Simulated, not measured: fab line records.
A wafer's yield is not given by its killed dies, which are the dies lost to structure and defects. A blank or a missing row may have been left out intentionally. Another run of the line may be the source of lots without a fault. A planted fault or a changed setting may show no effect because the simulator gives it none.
Matching of chambers | flow n5Finfet | N5_BEOL_M9_STRIP_36 on rieDiel-06 has 4 sister chambers
The step strips in N2/H2. 14 wafers are shown with their chamber, then 7 later ones without.

== EACH WAFER AND ITS CHAMBER ==
wafer  | chamber | drypumpMotorCurrentA (A) | throttleValvePct (%) | oesProductAu (a.u.)
L083.1 | 0       | 6.5                      | 23.7                 | 0.87
L083.2 | 3       | 4.9                      | 23.7                 | 0.71
L083.5 | 2       | 5.6                      | 23.8                 | 0.74
L084.1 | 0       | 6.5                      | 23.7                 | 0.84
L084.2 | 3       | 4.9                      | 23.8                 | 0.71
L084.3 | 2       | 5.7                      | 23.8                 | 0.72
L084.4 | 1       | 6.0                      | 24.1                 | 0.68
L084.5 | 0       | 6.4                      | 23.7                 | 0.84
L084.6 | 1       | 6.0                      | 24.1                 | 0.67
L087.1 | 0       | 6.5                      | 23.7                 | 0.85
L087.2 | 1       | 6.0                      | 24.1                 | 0.68
L087.3 | 3       | 4.9                      | 23.7                 | 0.71
L087.4 | 2       | 5.7                      | 23.8                 | 0.73
L087.5 | 1       | 6.0                      | 24.1                 | 0.67

SIGNATURES, as means of the wafers listed above
reading              | chamber 0 | chamber 1 | chamber 2 | chamber 3 | scatter within a chamber
drypumpMotorCurrentA | 6.475     | 6.000     | 5.667     | 4.900     | 0.0376
throttleValvePct     | 23.700    | 24.100    | 23.800    | 23.733    | 0.0258
oesProductAu         | 0.8500    | 0.6750    | 0.7300    | 0.7100    | 0.00949
Rule: for a wafer and a chamber, the distance is found by dividing, reading by reading, the gap between the wafer's reading and the chamber's mean by the reading's scatter, squaring, summing and taking the root. If the next closest chamber is less than 2 further off than the closest, the wafer can't be placed; otherwise it belongs to the closest. The scatter: the root of (the sum of the squares of (reading less its chamber's mean) over the shown wafers, divided by (wafers less chambers)).

== WAFERS WITH NO CHAMBER GIVEN ==
wafer  | drypumpMotorCurrentA (A) | throttleValvePct (%) | oesProductAu (a.u.)
L087.6 | 5.7                      | 23.8                 | 0.73
L088.1 | 4.9                      | 23.7                 | 0.70
L088.2 | 6.0                      | 24.1                 | 0.68
L088.5 | 4.9                      | 23.8                 | 0.71
L095.1 | 6.0                      | 24.1                 | 0.66
L095.3 | 5.7                      | 23.8                 | 0.72
L095.4 | 6.5                      | 23.7                 | 0.82

== WHICH CHAMBER EACH WENT THROUGH ==
wafer  | from the rows above | in truth
L087.6 | 2                   | 2
L088.1 | 3                   | 3
L088.2 | 1                   | 1
L088.5 | 3                   | 3
L095.1 | 1                   | 1
L095.3 | 2                   | 2
L095.4 | 0                   | 0
Placed correctly: 7 of 7. From these rows, 0 cannot be placed. 0 placed wrongly.
